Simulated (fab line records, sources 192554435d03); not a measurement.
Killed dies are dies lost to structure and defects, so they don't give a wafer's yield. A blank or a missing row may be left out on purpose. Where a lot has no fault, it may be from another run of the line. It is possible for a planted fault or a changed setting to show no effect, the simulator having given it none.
The tool behind it: which one?	flow n5_finfet	24 lots, 72 wafers sampled, at 3 steps of a route of 1938

WHAT EACH GAUGE READ, for each wafer
N5_SPACER0_INSPECT_04: inspects for defects (darkfield). Usual: 139 for raw_defect_count, sd 32.
lot	measured	on	raw_defect_count	flag
L074	day 3 05:35	defect_inspect-02	121 210 183	
L075	day 3 08:02	defect_inspect-02	138 160 144	
L076	day 3 13:42	defect_inspect-01	137 130 135	
L077	day 3 18:48	defect_inspect-01	125 152 195	
L078	day 4 01:23	defect_inspect-01	97 128 95	
L079	day 4 07:13	defect_inspect-01	122 119 101	
L080	day 4 11:42	defect_inspect-01	179 109 164	
L081	day 4 21:30	defect_inspect-01	165 123 152	
L082	day 5 05:19	defect_inspect-02	166 147 135	
L083	day 5 14:53	defect_inspect-01	142 206 125	
L084	day 5 18:39	defect_inspect-02	136 152 135	
L087	day 6 12:48	defect_inspect-02	151 141 124	
L085	day 6 13:31	defect_inspect-01	190 187 195	
L086	day 6 18:40	defect_inspect-02	117 119 105	
L088	day 7 00:54	defect_inspect-01	199 139 132	
L089	day 7 04:56	defect_inspect-02	139 76 111	
L091	day 7 09:26	defect_inspect-02	106 132 126	
L090	day 7 09:38	defect_inspect-02	150 153 128	
L092	day 7 16:52	defect_inspect-02	138 122 106	
L093	day 7 18:20	defect_inspect-01	134 124 131	
L094	day 8 00:43	defect_inspect-02	103 114 103	
L095	day 8 05:37	defect_inspect-02	100 110 157	
L096	day 8 11:16	defect_inspect-01	180 126 133	
L097	day 8 21:22	defect_inspect-02	163 132 151	

N5_SDB_THK_MEAS_31. Usual: SDB_THK typically reads 64.7 nm, with standard deviation 1.7.
lot	measured	on	SDB_THK (nm)	flag
L074	day 4 06:40	film_metro-02	65.7 68.2 64.5	
L075	day 4 05:16	film_metro-02	62.8 67.9 66.9	
L076	day 4 12:02	film_metro-01	62.5 61.5 63.5	
L077	day 5 00:45	film_metro-02	64.5 62.7 65.2	
L078	day 5 04:55	film_metro-02	64.3 64.5 64.5	
L079	day 5 08:43	film_metro-02	63.8 64.6 63.0	
L080	day 5 11:44	film_metro-01	64.2 62.8 64.5	
L081	day 5 23:26	film_metro-01	62.9 68.1 65.1	
L082	day 6 03:42	film_metro-01	63.0 63.7 66.0	
L083	day 6 12:28	film_metro-02	63.5 66.3 66.5	
L084	day 6 16:30	film_metro-02	65.7 62.9 66.4	
L087	day 7 08:51	film_metro-01	66.0 65.2 65.9	
L085	day 7 11:53	film_metro-01	65.1 65.4 64.9	
L086	day 7 14:56	film_metro-01	62.5 62.7 62.4	
L088	day 8 00:08	film_metro-02	63.5 63.9 62.0	
L089	day 8 02:32	film_metro-01	67.8 64.0 64.6	
L091	day 8 08:49	film_metro-01	65.8 64.9 65.1	
L090	day 8 08:56	film_metro-02	68.8 65.2 68.1	
L092	day 8 14:28	film_metro-02	62.7 62.2 62.1	
L093	day 8 16:02	film_metro-02	62.5 61.5 64.7	
L094	day 9 01:34	film_metro-01	64.2 67.3 64.5	
L095	day 9 03:02	film_metro-01	62.8 63.5 62.5	
L096	day 9 10:28	film_metro-01	63.4 62.8 66.6	
L097	day 9 20:37	film_metro-02	64.0 65.5 68.1	

EACH LOT AND THE TOOL THAT RAN IT (in order: tool; ch and the chambers of the sampled wafers; start)
lot	N5_SDB_ETCH_17
L074	rie_diel-05 ch 0,1,3, day 4 02:53
L075	rie_diel-04 ch 0,2,3, day 4 01:28
L076	rie_diel-05 ch 1,2,3, day 4 08:15
L077	rie_diel-03 ch 2,3, day 4 18:18
L078	rie_diel-03 ch 0,1,2, day 4 20:13
L079	rie_diel-04 ch 0,1, day 5 02:26
L080	rie_diel-03 ch 1,2, day 5 07:13
L081	rie_diel-03 ch 0,1,2, day 5 19:38
L082	rie_diel-04 ch 1,2,3, day 5 23:55
L083	rie_diel-05 ch 0,3, day 6 08:38
L084	rie_diel-05 ch 0,2,3, day 6 12:34
L087	rie_diel-04 ch 0,1,3, day 7 05:04
L085	rie_diel-05 ch 0,1,3, day 7 07:55
L086	rie_diel-05 ch 1,3, day 7 11:05
L088	rie_diel-03 ch 1,2, day 7 19:17
L089	rie_diel-04 ch 0,2,3, day 7 22:44
L091	rie_diel-03 ch 0,2,3, day 8 04:41
L090	rie_diel-05 ch 1,2, day 8 04:52
L092	rie_diel-05 ch 0,3, day 8 10:29
L093	rie_diel-04 ch 0,3, day 8 12:14
L094	rie_diel-03 ch 1,3, day 8 20:28
L095	rie_diel-05 ch 0,3, day 8 23:14
L096	rie_diel-04 ch 0,1,2, day 9 05:56
L097	rie_diel-03 ch 0,1,3, day 9 16:34
- N5_SDB_ETCH_17: etches SiARC in CF4, target depth 23.4 nm, time 39 s.

AS READ BY THE TOOLS THEMSELVES (means over the sampled wafers that have a number; for cases with no such wafer, the mark the record gives instead)
N5_SDB_ETCH_17. Usual: drypump_motor_current_A 5.6 A (standard deviation 0.43); etch_rf_on_time_s 39.3 s (standard deviation 1.3); oes_product_au 0.67 a.u. (standard deviation 0.081); rf_fwd_power_W 535 W (standard deviation 3.3); rf_vpp_V 184.1 V (standard deviation 1); showerhead_plenum_p_Torr 2.14 Torr (standard deviation 0.048); throttle_valve_pct 15.68 % (standard deviation 0.2).
lot	tool	drypump_motor_current_A (A)	etch_rf_on_time_s (s)	oes_product_au (a.u.)	rf_fwd_power_W (W)	rf_vpp_V (V)	showerhead_plenum_p_Torr (Torr)	throttle_valve_pct (%)	flag
L074	rie_diel-05	5.7	39.0	0.62	534	183.9	2.13	15.85	
L075	rie_diel-04	5.5	38.0	0.67	537	184.5	2.15	15.64	
L076	rie_diel-05	5.4	39.6	0.63	537	183.9	2.17	15.78	
L077	rie_diel-03	5.4	39.0	0.60	534	185.1	2.20	15.89	
L078	rie_diel-03	5.8	40.4	0.64	534	184.3	2.17	15.74	
L079	rie_diel-04	5.0	37.7	0.78	533	184.0	2.16	15.49	
L080	rie_diel-03	6.0	39.8	0.69	537	184.8	2.18	15.61	
L081	rie_diel-03	5.8	40.3	0.63	534	183.7	2.17	15.75	
L082	rie_diel-04	5.7	38.0	0.74	536	184.8	2.13	15.60	
L083	rie_diel-05	5.9	40.1	0.61	533	184.0	2.08	15.77	
L084	rie_diel-05	5.7	40.5	0.62	537	184.3	2.11	15.70	
L087	rie_diel-04	5.5	38.6	0.70	532	183.7	2.15	15.60	
L085	rie_diel-05	5.7	39.3	0.68	534	184.3	2.12	15.74	
L086	rie_diel-05	5.6	38.9	0.68	537	185.0	2.16	15.85	
L088	rie_diel-03	5.6	39.8	0.63	535	184.9	2.18	15.79	
L089	rie_diel-04	5.5	38.6	0.70	536	184.8	2.14	15.54	
L091	rie_diel-03	5.6	38.6	0.65	533	183.8	2.17	15.78	
L090	rie_diel-05	5.3	40.4	0.69	534	184.1	2.16	15.51	
L092	rie_diel-05	5.9	40.4	0.60	533	183.4	2.07	15.80	
L093	rie_diel-04	5.8	38.9	0.64	537	185.4	2.18	15.60	
L094	rie_diel-03	5.7	38.1	0.75	533	184.6	2.17	15.51	
L095	rie_diel-05	5.8	40.0	0.60	536	183.2	2.11	15.90	
L096	rie_diel-04	5.2	38.1	0.74	534	183.5	2.11	15.57	
L097	rie_diel-03	5.9	38.9	0.76	533	185.0	2.15	15.50	

THE ANSWER, worked out from the rows above alone
Rule: a lot is off if the mean of its wafers that have a number lies more than 3 standard deviations from the usual mean. A lot without any number at a reading at which 4 lots or more have one is off too. Where the step has rows for the other lots, those lots are counted as sound. After the gauges, taken in route order, come the tools' own readings; for these a lot's mean is taken, as printed above. At the first step where some lot is off, the reading lying furthest off is the one used; lots without a number count as furthest.
No lot is off at any reading shown: from this, nothing can be told.

WHAT THE SIMULATOR PUT IN
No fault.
